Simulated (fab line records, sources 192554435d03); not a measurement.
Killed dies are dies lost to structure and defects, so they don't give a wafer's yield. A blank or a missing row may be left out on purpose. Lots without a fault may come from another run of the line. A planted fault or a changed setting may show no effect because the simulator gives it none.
Chamber matching | flow n5_finfet | N5_BEOL_M13_ETCH_38 on rie_diel-05: 4 sister chambers
The step etches SiCN in CF4/N2, target depth 67.5 nm, time 71.9 s. 4 wafers are shown with their chamber, then 7 later ones without.

WAFERS WITH THEIR CHAMBER
wafer  | chamber | showerhead_plenum_p_Torr (Torr)
L080.2 | 2       | 2.34
L081.2 | 0       | 2.15
L085.3 | 1       | 2.32
L085.4 | 3       | 2.24

WAFERS WITHOUT THEIR CHAMBER
wafer  | showerhead_plenum_p_Torr (Torr)
L085.6 | 2.34
L094.1 | 2.31
L094.2 | 2.33
L094.6 | 2.14
L095.2 | 2.33
L095.3 | 2.24
L095.6 | 2.31

WHICH CHAMBER EACH WENT THROUGH
wafer  | from the rows above     | in truth
L085.6 | 2                       | 2
L094.1 | 1                       | 1
L094.2 | can't be placed: 2 or 1 | 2
L094.6 | 0                       | 0
L095.2 | can't be placed: 2 or 1 | 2
L095.3 | 3                       | 3
L095.6 | 1                       | 1
Placed correctly: 5 of 7. Can't be placed from these rows: 2 (the true chamber is among the candidates in 2). Placed wrongly: 0.
How it was worked out, from the rows above alone: a wafer's distance from a chamber is the root of the sum, over the readings, of the square of ((its reading less the chamber's mean) divided by the reading's scatter). The wafer belongs to the nearest chamber; if the next one is less than 2 further off, it can't be placed. A chamber's mean is the mean of its shown wafers. The scatter: with one shown wafer a chamber, the root of the mean of the squares of how far each hidden wafer lies from its nearest shown one.
